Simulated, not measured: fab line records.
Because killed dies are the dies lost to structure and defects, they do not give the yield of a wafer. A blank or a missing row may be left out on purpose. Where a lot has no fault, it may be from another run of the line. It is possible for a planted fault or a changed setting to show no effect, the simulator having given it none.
Lot-split experiment :: flow n5Finfet :: 7 lots, 39 wafers read, on a route of 1938 steps

THE SPLIT ITSELF
At N5_BEOL_M1_TRENCH_ETCH_37 (etches SiOC in C4F6/O2, target depth 55.207 nm, time 29 s), the setting targetDepthA was moved away from the recipe's 552.07 angstrom on 15 of the 39 wafers read, by -42.1% to +53.8%. For the rest of the wafers, this setting stayed at what the recipe calls for.

FROM THE SPLIT TO THE READING: what the file shows between them, 2 steps
- N5_BEOL_M1_ETCH_41: etches SiCN in CH3F/O2, target depth 31.9 nm, time 57.8 s
- N5_BEOL_M1_STRIP_97: strips in N2/H2, time 10 s

THE READING
trenchDepthNm, in nm, at N5_BEOL_M1_OCD_MEAS_38. A value of 55.0 nm with a standard deviation of 1 nm is what fault-free wafers of this fab line usually give.

wafer: L075.1
tool, chamber at the split: rieDiel-03, 3
targetDepthA as run, angstrom: 552.07
against the recipe: recipe
trenchDepthNm, nm: 54.1
against lot-mates on the recipe: -

wafer: L075.2
tool, chamber at the split: rieDiel-03, 1
targetDepthA as run, angstrom: 552.07
against the recipe: recipe
trenchDepthNm, nm: 53.9
against lot-mates on the recipe: -

wafer: L075.3
tool, chamber at the split: rieDiel-03, 0
targetDepthA as run, angstrom: 685
against the recipe: +24.1%
trenchDepthNm, nm: 66.6
against lot-mates on the recipe: +12.9

wafer: L075.4
tool, chamber at the split: rieDiel-03, 1
targetDepthA as run, angstrom: 685
against the recipe: +24.1%
trenchDepthNm, nm: 66.8
against lot-mates on the recipe: +13.1

wafer: L075.5
tool, chamber at the split: rieDiel-03, 0
targetDepthA as run, angstrom: 552.07
against the recipe: recipe
trenchDepthNm, nm: 53.2
against lot-mates on the recipe: -

wafer: L075.6
tool, chamber at the split: rieDiel-03, 3
targetDepthA as run, angstrom: 685
against the recipe: +24.1%
trenchDepthNm, nm: 67.3
against lot-mates on the recipe: +13.6

wafer: L081.1
tool, chamber at the split: rieDiel-03, 3
targetDepthA as run, angstrom: 552.07
against the recipe: recipe
trenchDepthNm, nm: 55.6
against lot-mates on the recipe: -

wafer: L081.2
tool, chamber at the split: rieDiel-03, 0
targetDepthA as run, angstrom: 552.07
against the recipe: recipe
trenchDepthNm, nm: 53.1
against lot-mates on the recipe: -

wafer: L081.3
tool, chamber at the split: rieDiel-03, 1
targetDepthA as run, angstrom: 552.07
against the recipe: recipe
trenchDepthNm, nm: 55.1
against lot-mates on the recipe: -

wafer: L081.4
tool, chamber at the split: rieDiel-03, 2
targetDepthA as run, angstrom: 552.07
against the recipe: recipe
trenchDepthNm, nm: 55.0
against lot-mates on the recipe: -

wafer: L081.5
tool, chamber at the split: rieDiel-03, 3
targetDepthA as run, angstrom: 552.07
against the recipe: recipe
trenchDepthNm, nm: 55.3
against lot-mates on the recipe: -

wafer: L081.6
tool, chamber at the split: rieDiel-03, 2
targetDepthA as run, angstrom: 552.07
against the recipe: recipe
trenchDepthNm, nm: 55.5
against lot-mates on the recipe: -

wafer: L083.1
tool, chamber at the split: rieDiel-01, 3
targetDepthA as run, angstrom: 552.07
against the recipe: recipe
trenchDepthNm, nm: 55.7
against lot-mates on the recipe: -

wafer: L083.2
tool, chamber at the split: rieDiel-01, 0
targetDepthA as run, angstrom: 552.07
against the recipe: recipe
trenchDepthNm, nm: 57.2
against lot-mates on the recipe: -

wafer: L083.3
tool, chamber at the split: rieDiel-01, 2
targetDepthA as run, angstrom: 683.2
against the recipe: +23.8%
trenchDepthNm, nm: 67.6
against lot-mates on the recipe: +11.2

wafer: L083.4
tool, chamber at the split: rieDiel-01, 1
targetDepthA as run, angstrom: 552.07
against the recipe: recipe
trenchDepthNm, nm: 56.4
against lot-mates on the recipe: -

wafer: L083.5
tool, chamber at the split: rieDiel-01, 1
targetDepthA as run, angstrom: 683.2
against the recipe: +23.8%
trenchDepthNm, nm: 69.7
against lot-mates on the recipe: +13.3

wafer: L083.6
tool, chamber at the split: rieDiel-01, 0
targetDepthA as run, angstrom: 683.2
against the recipe: +23.8%
trenchDepthNm, nm: 70.7
against lot-mates on the recipe: +14.3

wafer: L086.1
tool, chamber at the split: rieDiel-03, 1
targetDepthA as run, angstrom: 319.6
against the recipe: -42.1%
trenchDepthNm, nm: 32.8
against lot-mates on the recipe: -21.4

wafer: L086.2
tool, chamber at the split: rieDiel-03, 2
targetDepthA as run, angstrom: 552.07
against the recipe: recipe
trenchDepthNm, nm: 54.7
against lot-mates on the recipe: -

wafer: L086.3
tool, chamber at the split: rieDiel-03, 3
targetDepthA as run, angstrom: 319.6
against the recipe: -42.1%
trenchDepthNm, nm: 32.3
against lot-mates on the recipe: -21.9

wafer: L086.4
tool, chamber at the split: rieDiel-03, 0
targetDepthA as run, angstrom: 552.07
against the recipe: recipe
trenchDepthNm, nm: 53.8
against lot-mates on the recipe: -

wafer: L086.5
tool, chamber at the split: rieDiel-03, 3
targetDepthA as run, angstrom: 319.6
against the recipe: -42.1%
trenchDepthNm, nm: 31.7
against lot-mates on the recipe: -22.5

wafer: L086.6
tool, chamber at the split: rieDiel-03, 0
targetDepthA as run, angstrom: 552.07
against the recipe: recipe
trenchDepthNm, nm: 54.2
against lot-mates on the recipe: -

wafer: L085.2
tool, chamber at the split: rieDiel-02, 1
targetDepthA as run, angstrom: 552.07
against the recipe: recipe
trenchDepthNm, nm: 55.8
against lot-mates on the recipe: -

wafer: L085.3
tool, chamber at the split: rieDiel-02, 3
targetDepthA as run, angstrom: 552.07
against the recipe: recipe
trenchDepthNm, nm: 55.7
against lot-mates on the recipe: -

wafer: L085.5
tool, chamber at the split: rieDiel-02, 3
targetDepthA as run, angstrom: 552.07
against the recipe: recipe
trenchDepthNm, nm: 55.8
against lot-mates on the recipe: -

wafer: L095.1
tool, chamber at the split: rieDiel-01, 1
targetDepthA as run, angstrom: 703.9
against the recipe: +27.5%
trenchDepthNm, nm: 71.0
against lot-mates on the recipe: +15.2

wafer: L095.2
tool, chamber at the split: rieDiel-01, 0
targetDepthA as run, angstrom: 552.07
against the recipe: recipe
trenchDepthNm, nm: 56.4
against lot-mates on the recipe: -

wafer: L095.3
tool, chamber at the split: rieDiel-01, 3
targetDepthA as run, angstrom: 703.9
against the recipe: +27.5%
trenchDepthNm, nm: 70.5
against lot-mates on the recipe: +14.7

wafer: L095.4
tool, chamber at the split: rieDiel-01, 2
targetDepthA as run, angstrom: 703.9
against the recipe: +27.5%
trenchDepthNm, nm: 68.8
against lot-mates on the recipe: +13.0

wafer: L095.5
tool, chamber at the split: rieDiel-01, 2
targetDepthA as run, angstrom: 552.07
against the recipe: recipe
trenchDepthNm, nm: 54.5
against lot-mates on the recipe: -

wafer: L095.6
tool, chamber at the split: rieDiel-01, 1
targetDepthA as run, angstrom: 552.07
against the recipe: recipe
trenchDepthNm, nm: 56.5
against lot-mates on the recipe: -

wafer: L096.1
tool, chamber at the split: rieDiel-01, 2
targetDepthA as run, angstrom: 552.07
against the recipe: recipe
trenchDepthNm, nm: 55.7
against lot-mates on the recipe: -

wafer: L096.2
tool, chamber at the split: rieDiel-01, 0
targetDepthA as run, angstrom: 849.3
against the recipe: +53.8%
trenchDepthNm, nm: 87.7
against lot-mates on the recipe: +32.0

wafer: L096.3
tool, chamber at the split: rieDiel-01, 1
targetDepthA as run, angstrom: 849.3
against the recipe: +53.8%
trenchDepthNm, nm: 86.5
against lot-mates on the recipe: +30.8

wafer: L096.4
tool, chamber at the split: rieDiel-01, 3
targetDepthA as run, angstrom: 552.07
against the recipe: recipe
trenchDepthNm, nm: 55.7
against lot-mates on the recipe: -

wafer: L096.5
tool, chamber at the split: rieDiel-01, 2
targetDepthA as run, angstrom: 849.3
against the recipe: +53.8%
trenchDepthNm, nm: 84.8
against lot-mates on the recipe: +29.1

wafer: L096.6
tool, chamber at the split: rieDiel-01, 3
targetDepthA as run, angstrom: 552.07
against the recipe: recipe
trenchDepthNm, nm: 55.7
against lot-mates on the recipe: -

THE FIT
A straight line over all 39 wafers: trenchDepthNm changes by +0.558 nm for each +1% of targetDepthA; r = +1.00; the points scatter about the line by 1.2 nm.
The same after taking each lot's own level away (the mean of its wafers on the recipe; 39 wafers): +0.545 nm for each +1%; r = +1.00; scatter 0.91 nm.
According to that fit, moving targetDepthA by its largest amount changes the reading by 29 nm.
From 53.73 to 56.43 nm: that is the span of the lots' own levels, equal to 2.7 times the standard deviation above.
Consequently the slope shifts little with the lot-to-lot level, the two slopes agreeing.
Check: for one of the wafers moved furthest among these (+53.8%), held out of the fit, the line's prediction against its lot-mates is +29 nm. Against them it came out at +32 nm.

THE WHOLE CHAIN: every reading that the file lists as answering this split, in the file's order
step: N5_BEOL_M1_TRENCH_ETCH_37
what it does: etches SiOC in C4F6/O2, target depth 55.207 nm, time 29 s
reading: BEOL_M1.featureDepthNm (the simulator's own value, which no gauge read)
change (the file's fit): +0.549 nm for each +1% of the setting
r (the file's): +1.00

step: N5_BEOL_M1_TRENCH_ETCH_37
what it does: etches SiOC in C4F6/O2, target depth 55.207 nm, time 29 s
reading: etch.depthNm (the simulator's own value, which no gauge read)
change (the file's fit): +0.55 nm for each +1% of the setting
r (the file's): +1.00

step: N5_BEOL_M1_TRENCH_ETCH_37
what it does: etches SiOC in C4F6/O2, target depth 55.207 nm, time 29 s
reading: TiN_of_BEOL_M1_HM_DEP_02.thkNm (the simulator's own value, which no gauge read)
change (the file's fit): -0.0228 nm for each +1% of the setting
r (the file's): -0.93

step: N5_BEOL_M1_OCD_MEAS_38
what it does: 
reading: trenchDepthNm
change (the file's fit): +0.546 nm for each +1% of the setting
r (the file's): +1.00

THE FILE'S OWN FIT
trenchDepthNm changes by +0.546 nm for each +1% of targetDepthA, r = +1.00.
